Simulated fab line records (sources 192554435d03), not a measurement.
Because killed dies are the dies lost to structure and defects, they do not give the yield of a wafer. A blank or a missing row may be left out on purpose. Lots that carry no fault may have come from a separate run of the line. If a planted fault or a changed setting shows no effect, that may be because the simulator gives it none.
fab line records | flow n5-finfet
record: lots: 5 wafers: 12 last-day: 16
route steps=1938 shown GATE_CUT@465 BEOL_M4@1111 PASSIVATION@1936
lots with no fault: from the same line, run without faults
start-h: hours from the record's opening day to when the first of the lot's shown wafers began | wait-h: hours from the lot's prior step to this one | " unchanged from the row above | L1.1+2: one row covering several wafers at once | - value missing, or start not given | * or withheld: withheld | < > ~ a bound
route shown NAME@n: NAME is a module with steps in the file, n the number in the route of the first one | usual: average and standard deviation across the fault-free wafers | same: alike in all rows | chamber/n: place in a boat | sites: each site's reading | _std_site: the values' standard deviation | _edge_site: outer sites' mean less inner sites' | radius-mm: how far each site lies from the wafer's centre | mask NAME#n: copy n | behind: the last tool/chamber to shape the wafer | hold: what put the lot on hold/how long, in hours/how the hold closed | device: transistor that didn't switch, given as n, p or np | end of line: the tests these same wafers got at the end of their route | a step without rows: its recipe alone | killed: at the first sort, the dies lost to defects and structure; wafer yield is something else | map: the dies of a wafer, with x for killed, . for not killed, _ for no die there
set.NAME: the setting as run; set.NAME@STEP: as run at that earlier step | model.NAME: the simulator's own value behind a step, which no gauge read
lots at some steps of the route; a table a step, a row a wafer
services: the hour from which a tool's chamber was out of use, counted from the record's first day as start-h (under 0 if before that day), plus the number of hours and why
== steps ==
step: N5_GATE_CUT_ETCHBACK_00
recipe: chemistry: SF6/Cl2 target: W pressure-mtorr: 8 icp-w: 900 bias-w: 80 SF6_flow_sccm: 40 Cl2_flow_sccm: 60
step: N5_GATE_CUT_ETCH_56
recipe: chemistry: Cl2/Ar target: TiN target-depth-a: 216 pressure-mtorr: 10 icp-w: 600 bias-w: 60 Cl2_flow_sccm: 40 Ar_flow_sccm: 60
step: N5_GATE_CUT_ETCHBACK_30
recipe: chemistry: Cl2/Ar target: TiN target-depth-a: 30 mode: isotropic pressure-mtorr: 10 icp-w: 600 bias-w: 60 Cl2_flow_sccm: 40 Ar_flow_sccm: 60
step: N5_GATE_CUT_VAPOR_ETCH_60
recipe: chemistry: BCl3/Cl2 target: HfO2 mode: isotropic
step: N5_GATE_CUT_ETCH_58
recipe: chemistry: CH3F/O2 target: SiNx target-depth-a: 170 time-s: 128.6 ion-energy-ev: 50 pressure-mtorr: 30 source-w: 415 bias-w: 21 Ar_flow_sccm: 150 CH3F_flow_sccm: 30 O2_flow_sccm: 20
step: N5_GATE_CUT_STRIP_59
recipe: chemistry: N2/H2 time-s: 20 power-w: 100 temp-c: 40 pressure-mtorr: 100 rf-frequency-hz: 6e+07 bias-power-w: 3 n2-flow-sccm: 300 h2-flow-sccm: 300
step: N5_GATE_CUT_PRECLEAN_31
recipe: temp-c: 23 chemistry: DIW time-s: 300
step: N5_GATE_CUT_SRD_32
recipe: time-s: 30 temp-c: 23 rinse-liquid: diw dry: ipa-marangoni
step: N5_GATE_CUT_SAC_CAP_01
recipe: material: SiNx target-thk-a: 240 temp-c: 400 ald-precursor-family: SiH2I2 ald-co-reactant: N2/H2-plasma pulse-time-s: 1 ald-cycles: 480 purge-time-s: 2 co-reactant-purge-time-s: 2 pressure-torr: 2
step: N5_GATE_CUT_PECVD_57
recipe: material: SiNx target-thk-a: 210 temp-c: 400 precursor: SiH4/NH3/N2 pressure-torr: 1.5 rf-w: 300
step: N5_GATE_CUT_CMP_02
recipe: stop-on: SiO2 t-overpolish-s: 12.7 post-cmp-clean: alkaline-brush down-force-psi: 2.5 platen-rpm: 51.8 pad-velocity-m-s: 1.0307 target-thk-nm: 0
step: N5_GATE_CUT_HM_DEP_46
recipe: material: SiO2 target-thk-a: 1300 temp-c: 400 precursor: TEOS/O2 pressure-torr: 6.5 rf-w: 900 teos-flow-sccm: 161.4 gas: O2 flow-sccm: 2650 time-s: 26.6
usual: heater-power-w: 541/110 rf-fwd-power-W: 892.6/3 showerhead-plenum-p-Torr: 8.35/0.035 susceptor-temp-C: 400.01/0.25 throttle-valve-pct: 18.8/0.7
columns lot.wafer tool chamber start-h wait-h heater-power-w rf-fwd-power-W showerhead-plenum-p-Torr susceptor-temp-C throttle-valve-pct model.SiO2_of_GATE_CUT_HM_DEP_46.thk-nm
L319.2 pecvd-03 1 88.66 0.0 400 891.5 8.36 400.15 19.1 124.6
L319.4 " 2 " " 654 893.0 8.34 400.02 18.9 129.4
L319.6 " 0 " " 505 892.3 8.35 400.14 18.0 131
L322.2 pecvd-03 1 110.92 0.0 397 885.3 8.33 399.96 19.0 209.8
L322.4 " 2 " " 560 899.0 8.36 400.11 18.8 214.8
L324.2 pecvd-03 1 123.00 0.0 348 894.6 8.34 400.06 19.0 210
L324.4 " 0 " " 442 892.3 8.36 400.22 18.1 216
L325.1 pecvd-03 1 125.53 0.0 358 892.9 8.33 399.99 19.0 128.2
L325.4 " 2 " " 578 896.0 8.34 399.64 19.1 216.2
L339.2 pecvd-03 2 207.70 0.0 568 892.9 8.36 399.86 18.9 126.8
L339.5 " 0 " " 501 891.3 8.34 399.67 17.9 128.6
L339.6 " 2 " " 598 894.4 8.33 399.37 18.7 128.4
step: N5_GATE_CUT_COAT_34
recipe: resist: SOC temp-c: 250 time-s: 60 spin-rpm: 1500 resist-thk-nm: 60
step: N5_GATE_CUT_COAT_35
recipe: resist: SiARC temp-c: 220 time-s: 60 spin-rpm: 1500 resist-thk-nm: 10
step: N5_GATE_CUT_COAT_27
recipe: resist: underlayer temp-c: 205 time-s: 60 spin-rpm: 1500 resist-thk-nm: 10
step: N5_GATE_CUT_COAT_07
recipe: resist: CAR-EUV spin-rpm: 1500 resist-thk-nm: 30
step: N5_GATE_CUT_EBR_09
recipe: solvent: PGMEA ebr-width-mm: 1.5
step: N5_GATE_CUT_SOFTBAKE_08
recipe: temp-c: 110 time-s: 60 resist: CAR-EUV
step: N5_GATE_CUT_EXPOSE_10
recipe: mask-id: GATE_CUT na: 0.33 source-shape: annular sigma-inner: 0.35 sigma-outer: 0.8 polarization: unpolarized target-cd-nm: 20 dose-mj: 43.25
step: N5_GATE_CUT_PEB_11
recipe: peb-temp-c: 100 peb-time-s: 60 resist: CAR-EUV
step: N5_GATE_CUT_DEVELOP_12
recipe: develop-time-s: 30 developer: TMAH resist: CAR-EUV rinse-liquid: surfactant-rinse dry: air-spin dev-temp-c: 23
step: N5_GATE_CUT_DESCUM_18
recipe: chemistry: O2 time-s: 7 source-power-w: 50 bias-power-w: 20 pressure-mtorr: 20 rf-frequency-hz: 2.712e+07 temp-c: 40 resist: CAR-EUV o2-flow-sccm: 225
step: N5_GATE_CUT_ETCH_28
recipe: chemistry: N2/H2 target: underlayer target-depth-a: 130 mask-material: CAR-EUV time-s: 10.4 ion-energy-ev: 200 pressure-mtorr: 30 source-w: 840 bias-w: 150 n2-flow-sccm: 200 h2-flow-sccm: 200 ends: cleared
step: N5_GATE_CUT_ETCH_36
recipe: chemistry: CF4 target: SiARC target-depth-a: 130 mask-material: CAR-EUV time-s: 21.7 ion-energy-ev: 80 pressure-mtorr: 40 source-w: 545 bias-w: 36 Ar_flow_sccm: 100 cf4-flow-sccm: 100 ends: cleared
step: N5_GATE_CUT_ETCH_37
recipe: chemistry: N2/H2 target: SOC target-depth-a: 600 overetch-a: 120 mask-material: SiARC temp-c: 40 time-s: 90 ion-energy-ev: 200 pressure-mtorr: 30 source-w: 840 bias-w: 150 n2-flow-sccm: 200 h2-flow-sccm: 200
step: N5_GATE_CUT_STRIP_38
recipe: chemistry: N2/H2 temp-c: 40 n2-flow-sccm: 200 h2-flow-sccm: 200 rf-frequency-hz: 6e+07
step: N5_GATE_CUT_STRIP_39
recipe: chemistry: N2/H2 temp-c: 40 n2-flow-sccm: 200 h2-flow-sccm: 200 rf-frequency-hz: 6e+07
step: N5_GATE_CUT_HM_OPEN_40
recipe: chemistry: C4F6/O2 target: SiO2 mask-material: SiARC target-depth-a: 1390 time-s: 85.1 ion-energy-ev: 250 pressure-mtorr: 30 source-w: 345 bias-w: 185 Ar_flow_sccm: 300 C4F6_flow_sccm: 10 O2_flow_sccm: 10 ends: cleared
usual: chamber-pressure-mTorr: 30.000/0.029 drypump-motor-current-A: 5.8/0.41 etch-rf-on-time-s: 94/3.3 oes_o_777_au: 0.77/0.078 oes-product-au: 0.69/0.074 rf-fwd-power-W: 342.4/1.2 rf-vpp-V: 662/22 showerhead-plenum-p-Torr: 2.87/0.08 throttle-valve-pct: 20.97/0.22
columns lot.wafer tool chamber start-h wait-h chamber-pressure-mTorr drypump-motor-current-A etch-rf-on-time-s oes_o_777_au oes-product-au rf-fwd-power-W rf-hours-counter-h rf-vpp-V showerhead-plenum-p-Torr throttle-valve-pct model.etch.depth-nm model.SOC_of_GATE_CUT_COAT_34.thk-nm model.GATE_CUT.cd-nm
L319.2 rie-diel-01 2 89.31 0.0 30.016 5.4 88 0.90 0.82 340.2 33 683 2.88 21.04 124.7 34 20
L319.4 " 2 " " 29.969 5.4 91 0.91 0.82 340.9 - 681 2.88 21.05 129.4 32.8 20
L319.6 " 1 " " 29.994 5.7 98 0.75 0.62 344.4 - 622 2.80 20.70 130.9 32.2 20.2
L322.2 rie-diel-02 3 111.67 0.0 30.022 5.8 148 0.69 0.72 - 187 695 2.81 21.40 209.8 16.2 20.8
L322.4 " 2 " " 30.030 6.0 152 0.78 0.77 - 155 664 2.97 21.09 214.7 14 22.8
L324.2 rie-diel-03 0 123.76 0.0 29.964 6.1 157 0.77 0.75 - 145 647 2.95 20.71 210 15.8 21
L324.4 " 3 " " 30.004 6.6 161 0.92 0.91 - 17 672 3.03 20.77 216 14 22.8
L325.1 rie-diel-01 3 126.21 0.0 30.030 6.3 96 0.70 0.62 342.8 226 660 2.79 20.91 128.1 33.2 20.4
L325.4 " 2 " " 29.994 5.4 151 0.88 0.90 - 46 684 2.88 21.07 216.2 15.4 22.2
L339.2 rie-diel-01 0 208.79 0.0 30.042 5.1 92 0.75 0.66 342.6 186 649 2.96 20.93 126.8 33.6 19.6
L339.5 " 0 " " 29.972 5.2 92 0.75 0.65 342.5 - 650 2.96 20.94 128.5 33.2 19.8
L339.6 " 3 " " 29.953 6.3 96 0.68 0.60 340.8 - 660 2.78 20.93 128.5 33.2 19.8
step: N5_GATE_CUT_STRIP_41
recipe: chemistry: CF4 resist: SiARC power-w: 300 bias-power-w: 75 pressure-mtorr: 50 cf4-flow-sccm: 150 rf-frequency-hz: 6e+07
step: N5_GATE_CUT_STRIP_42
recipe: chemistry: O2 power-w: 400 temp-c: 40 pressure-mtorr: 30 rf-frequency-hz: 6e+07 bias-power-w: 0 overash-fraction: 0.3 o2-flow-sccm: 225
step: N5_GATE_CUT_ETCH_19
recipe: chemistry: CH3F/O2 target: SiNx mask-material: SiO2 target-depth-a: 537 time-s: 76.7 pressure-mtorr: 30 source-w: 395 bias-w: 73 Ar_flow_sccm: 150 CH3F_flow_sccm: 30 O2_flow_sccm: 20 ion-energy-ev: 120 ends: cleared
step: N5_GATE_CUT_CUT_ETCH_53
recipe: chemistry: SF6/Cl2 target: W mask-material: SiO2 target-depth-a: 792 pressure-mtorr: 8 icp-w: 900 bias-w: 80 SF6_flow_sccm: 40 Cl2_flow_sccm: 60 ends: cleared
step: N5_GATE_CUT_CUT_ETCH_54
recipe: chemistry: Cl2/BCl3 target: TiN mask-material: SiO2 target-depth-a: 967 pressure-mtorr: 10 icp-w: 1000 bias-w: 126 Cl2_flow_sccm: 53.25 bcl3-flow-sccm: 21.75 Ar_flow_sccm: 25 ends: cleared
step: N5_GATE_CUT_CUT_ETCH_55
recipe: chemistry: BCl3 target: HfO2 mask-material: SiO2 target-depth-a: 32 ion-energy-ev: 30 pressure-mtorr: 5 icp-w: 450 bias-w: 18 bcl3-flow-sccm: 80
step: N5_GATE_CUT_ETCH_47
recipe: chemistry: Cl2/BCl3 target: SiO2 target-depth-a: 100 pressure-mtorr: 10 icp-w: 1000 bias-w: 126 Cl2_flow_sccm: 53.25 bcl3-flow-sccm: 21.75 Ar_flow_sccm: 25
usual: chamber-pressure-mTorr: 10.000/0.0095 drypump-motor-current-A: 5.8/0.41 oes-product-au: 0.79/0.11 rf-fwd-power-W: 979/4.3 throttle-valve-pct: 22.63/0.2
columns lot.wafer tool chamber start-h wait-h chamber-pressure-mTorr drypump-motor-current-A oes-product-au rf-fwd-power-W rf-hours-counter-h throttle-valve-pct model.GATE_CUT.cd-nm
L319.2 rie-metal-03 1 89.69 0.0 10.002 5.6 0.66 980 107 23.02 20.4
L319.4 " 1 " " 10.015 5.6 0.66 980 - 23.04 20.4
L319.6 " 0 " " 9.991 5.3 0.92 981 - 22.48 20.8
L322.2 rie-metal-02 1 112.05 0.0 9.997 5.8 0.87 979 8 22.61 19.8
L322.4 " 0 " " 10.006 6.6 0.86 977 - 22.41 22.2
L324.2 rie-metal-02 1 124.13 0.0 10.000 5.8 0.87 982 9 22.62 20
L324.4 " 1 " " 9.994 5.8 0.88 979 - 22.61 22
L325.1 rie-metal-01 1 126.59 0.0 9.996 5.6 0.57 974 139 22.75 20
L325.4 " 1 " " 9.995 5.6 0.57 977 - 22.75 21.8
L339.2 rie-metal-02 1 209.17 0.0 9.991 5.8 0.83 986 17 22.64 19
L339.5 " 0 " " 9.992 6.6 0.82 974 - 22.42 19.4
L339.6 " 1 " " 9.984 5.8 0.83 986 - 22.62 19.2
step: N5_GATE_CUT_VAPOR_ETCH_48
recipe: chemistry: BCl3/Cl2 target: TiN mode: isotropic
step: N5_GATE_CUT_VAPOR_ETCH_49
recipe: chemistry: BCl3/Cl2 target: TiAlC mode: isotropic
step: N5_GATE_CUT_VAPOR_ETCH_51
recipe: chemistry: BCl3/Cl2 target: HfO2 mode: isotropic
step: N5_GATE_CUT_THK_MEAS_24
recipe: reads: SiO2_of_GATE_CUT_HM_DEP_46+SiO2_flowable_of_ILD0_FCVD_FILL_01
usual: GC_FILL_THK: 219.7/2.8
columns lot.wafer tool chamber start-h wait-h GC_FILL_THK[nm]
L319.2 film-metro-02 - 91.77 - 214.2
L319.4 " - " " 216.8
L319.6 " - " " 223.4
L322.2 film-metro-02 - 114.13 - 299.9
L322.4 " - " " 303.8
L324.2 film-metro-02 - 126.68 - 297.9
L324.4 " - " " 303.8
L325.1 film-metro-01 - 128.69 - 218.6
L325.4 " - " " 305.8
L339.2 film-metro-01 - 211.25 - 216.1
L339.5 " - " " 219.3
L339.6 " - " " 216.8
step: N5_GATE_CUT_CMP_43
recipe: material: SiO2 post-cmp-clean: rinse-only
usual: edge-zone-pressure-frac: 0.999/0.0053 motor-current-A: 11.9/1.2
columns lot.wafer tool chamber start-h wait-h edge-zone-pressure-frac motor-current-A model.SiO2_of_GATE_CUT_HM_DEP_46.thk-nm
L319.4 cmp-03 0 91.80 0.0 0.996 11.5 5
L319.2 " 2 " " 1.001 11.1 4.8
L319.6 " 1 " " 0.985 10.5 5
L322.4 cmp-03 2 114.40 0.3 0.996 10.6 9
L322.2 " 3 " " 1.007 10.7 8.8
L324.2 cmp-04 3 126.71 0.0 0.991 11.7 8.8
L324.4 " 0 " " 1.002 10.5 9.2
L325.4 cmp-03 1 128.88 0.2 1.004 11.8 9.2
L325.1 " 2 " " 1.003 10.8 5
L339.2 cmp-04 1 211.52 0.3 0.993 13.9 4.8
L339.6 " 2 " " 1.003 13.4 5
L339.5 " 3 " " 1.000 12.7 5
step: N5_BEOL_M4_RC_MEAS_101
usual: DIBL_N: 36.8/2.2 DIBL_P: 37.0/2.8 IOFF_N: 0.18/0.043 IOFF_P: 0.23/0.05 ION_N: 680/14 ION_P: 466/9.1 SS_N: 71.7/0.74 SS_P: 73.5/0.79 VT_N: 248/4 VT_P: -249/4.1
columns lot.wafer tool chamber start-h wait-h DIBL_N[mV/V] DIBL_P[mV/V] IOFF_N[nA/um] IOFF_P[nA/um] ION_N[uA/um] ION_P[uA/um] SS_N[mV/dec] SS_P[mV/dec] VT_N[mV] VT_P[mV]
L319.2 prober-02 0 177.73 0.2 40.2 40.4 0.23 0.26 689 467 72.2 74.0 244 -250
L319.4 " 0 " " 39.7 40.0 0.22 0.25 684 464 72.6 74.9 245 -251
L319.6 " 0 " " 36.5 35.5 0.14 0.19 670 459 70.8 73.4 248 -252
L322.2 prober-01 0 200.53 0.4 38.9 41.4 0.22 0.23 701 473 72.8 74.2 244 -252
L322.4 " 0 " " 35.7 38.3 0.15 0.18 676 453 71.7 73.8 252 -258
L325.1 prober-02 0 203.33 0.0 37.4 36.4 0.17 0.24 682 468 72.3 73.7 250 -248
L325.4 " 0 " " 37.2 36.4 0.16 0.23 680 468 71.4 73.6 247 -246
L324.2 prober-02 0 205.30 0.2 34.9 32.8 0.12 0.16 645 446 71.9 72.7 257 -255
L324.4 " 0 " " 37.9 36.0 0.17 0.20 670 459 72.4 73.5 252 -255
L339.2 prober-01 0 291.65 0.2 38.2 36.8 0.20 0.21 685 460 73.4 73.5 249 -253
L339.5 " 0 " " 39.9 39.7 0.23 0.27 689 469 73.1 74.4 244 -247
L339.6 " 0 " " 35.9 35.6 0.16 0.20 680 461 71.6 73.0 252 -253
step: N5_PASSIVATION_PROBE_49
usual: defect-limited-yield: 91.4/1.5 killed_at_M0_to_M3: 36/11 killed_at_M4_up: 14/6 killed-at-contacts: 11/6 killed-at-front-end: 37/11 killed-at-other: 4/3.4 killed-dies: 102/18 killed-open: 66/13 killed-short: 34/7.8 sort_bin_5_function: 5.0/0.97 sort_bin_6_memory: 3.2/0.7 sort-n-pass: 1078/19 sort-yield-pct: 91.3/1.6
same: gross-dies: 1180 killed-at-back-side: 0 sort_bin_4_leakage[%]: 0 sort_bin_8_speed[%]: 0
columns lot.wafer tool chamber start-h wait-h defect-limited-yield[%] killed_at_M0_to_M3 killed_at_M4_up killed-at-contacts killed-at-front-end killed-at-other killed-dies killed-open killed-short sort_bin_5_function[%] sort_bin_6_memory[%] sort-n-pass sort-yield-pct[%]
L319.2 prober-01 - 286.97 0.1 93.6 17 11 7 39 2 76 43 30 4.0 2.3 1104 93.6
L319.4 prober-01 - 287.07 0.2 94.1 24 12 5 29 0 70 46 23 4.1 1.9 1110 94.1
L319.6 prober-01 - 287.17 0.3 90.4 43 15 16 37 2 113 81 31 5.5 3.9 1067 90.4
L325.1 prober-01 - 306.27 0.0 91.9 32 17 9 34 4 96 65 31 4.7 3.0 1084 91.9
L322.2 prober-01 - 307.66 0.1 91.1 24 10 18 45 8 105 75 27 5.1 3.6 1075 91.1
L322.4 prober-01 - 307.76 0.2 89.7 30 14 14 55 9 122 89 30 6.4 3.5 1058 89.7
L324.2 prober-02 - 313.25 0.1 88.8 25 16 34 56 1 132 82 49 6.4 4.4 1048 88.8
L324.4 prober-02 - 313.35 0.2 88.3 41 17 15 63 2 138 90 47 6.1 5.1 1042 88.3
killed by level:class
L319.2 FIN_SAQP:geometric-particle:short=10 ILD0:geometric-particle:short=7 BEOL_M4:geometric-particle:open=6 ILD0:geometric-particle:open=5 MOL_CONTACT_COAG:geometric-particle:open=5 STI_FIN_REVEAL:geometric-particle:open=4 BEOL_M0_SAQP:geometric-particle:open=4 BEOL_M0_SAQP:geometric-particle:short=4
L319.4 BEOL_M3:geometric-particle:open=8 GATE_CUT:geometric-particle:short=6 BEOL_M6:geometric-particle:open=5 ILD0:geometric-particle:open=5 BEOL_M2:geometric-particle:open=5 BEOL_M0_SAQP:geometric-particle:open=4 FIN_SAQP:geometric-particle:short=3 DUMMY_GATE:geometric-particle:open=3
L319.6 BEOL_M2:geometric-particle:open=14 MOL_CONTACT_COAG:geometric-particle:open=11 BEOL_M0_SAQP:geometric-particle:open=9 BEOL_M3:geometric-particle:open=9 FIN_SAQP:geometric-particle:short=7 DUMMY_GATE:geometric-particle:open=7 FIN_SAQP:geometric-particle:open=6 STI_FIN_REVEAL:geometric-particle:open=6
L325.1 BEOL_M3:geometric-particle:open=9 STI_FIN_REVEAL:geometric-particle:open=7 MOL_CONTACT_COAG:geometric-particle:open=7 DUMMY_GATE:geometric-particle:open=6 BEOL_M0_SAQP:geometric-particle:short=5 ILD0:geometric-particle:open=4 BEOL_M0_SAQP:geometric-particle:open=4 BEOL_M4:geometric-particle:open=4
L322.2 MOL_CONTACT_COAG:geometric-particle:open=13 FIN_SAQP:geometric-particle:open=11 STI_FIN_REVEAL:geometric-particle:open=11 BEOL_M2:geometric-particle:open=7 MOL_CONTACT_COAG:geometric-particle:short=4 BEOL_M0_SAQP:geometric-particle:short=4 BEOL_M3:geometric-particle:open=4 BEOL_M4:geometric-particle:open=4
L322.4 FIN_SAQP:geometric-particle:open=25 MOL_CONTACT_COAG:geometric-particle:open=12 BEOL_M3:geometric-particle:open=10 FIN_SAQP:geometric-particle:short=7 BEOL_M0_SAQP:geometric-particle:short=6 BEOL_M4:geometric-particle:open=6 BEOL_M2:geometric-particle:open=5 DUMMY_GATE:geometric-particle:open=4
L324.2 MOL_CONTACT_COAG:geometric-particle:open=27 FIN_SAQP:geometric-particle:open=15 FIN_SAQP:geometric-particle:short=15 STI_FIN_REVEAL:geometric-particle:open=7 MOL_CONTACT_COAG:geometric-particle:short=7 BEOL_M0_SAQP:geometric-particle:open=7 BEOL_M2:geometric-particle:open=7 BEOL_M0_SAQP:geometric-particle:short=5
L324.4 FIN_SAQP:geometric-particle:open=29 FIN_SAQP:geometric-particle:short=17 BEOL_M0_SAQP:geometric-particle:short=11 MOL_CONTACT_COAG:geometric-particle:open=11 BEOL_M0_SAQP:geometric-particle:open=10 BEOL_M4:geometric-particle:open=9 BEOL_M3:geometric-particle:short=6 BEOL_M3:geometric-particle:open=5
== services ==
columns tool chamber start-h hours kind
cmp-04 - 65.48 4.4 repair
rie-diel-01 3 70.53 31.2 repair
cmp-04 - 74.95 1.3 repair
pecvd-03 - 80.90 2.8 pm
cmp-04 - 81.02 0.5 repair
pecvd-03 - 138.88 0.5 repair
rie-diel-01 0 140.58 7.1 repair
rie-diel-01 - 143.86 3.3 repair
rie-diel-03 1 147.36 3.3 repair
rie-metal-01 1 155.69 - clean
rie-metal-02 - 156.51 1.4 pm
rie-diel-03 - 160.73 0.5 repair
pecvd-03 2 183.26 5.5 scheduled-down
cmp-04 - 183.56 0.9 repair
rie-diel-01 1 187.49 - clean
rie-diel-01 1 187.49 - consumable-replace:focus-ring
rie-diel-01 1 187.49 23.4 scheduled-down
rie-diel-01 1 187.49 23.4 vent-cycle
pecvd-03 1 196.50 16.5 scheduled-down
rie-diel-03 - 198.08 1.1 repair
rie-diel-03 - 199.54 2.6 repair
cmp-03 - 203.50 4.0 pm
cmp-03 - 207.50 - consumable-replace:conditioner
cmp-03 - 207.50 - consumable-replace:pad
== key ==
first-sign: step: N5_GATE_CUT_HM_OPEN_40 reading: etch-rf-on-time-s direction: up sigmas: 18 usual: * struck: *
effect: step: N5_GATE_CUT_THK_MEAS_24 reading: GC_FILL_THK direction: up sigmas: 29 usual: 219.7 struck: 302.3
model-effect: step: N5_GATE_CUT_HM_DEP_46 value: SiO2_of_GATE_CUT_HM_DEP_46.thk-nm without: 128.4 struck: 213.4
model-effect: step: N5_GATE_CUT_HM_OPEN_40 value: etch.depth-nm without: 128.4 struck: 213.3
model-effect: step: N5_GATE_CUT_ETCH_47 value: GATE_CUT.cd-nm without: 19.52 struck: 21.16
model-effect: step: N5_GATE_CUT_CMP_43 value: SiO2_of_GATE_CUT_HM_DEP_46.thk-nm without: 4.92 struck: 9
met-at N5_GATE_CUT_HM_DEP_46
struck-wafers L322.2,L322.4,L324.2,L324.4,L325.4
onset-between 88.66 110.92
fault: kind: process-parameter-drift tool: pecvd-03 chamber: - onset-h: 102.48 steps: N5_GATE_CUT_HM_DEP_46 channel: time-s offset: * shape: step end-h: 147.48 scope: struck-wafers-only acts-in: * stated: *
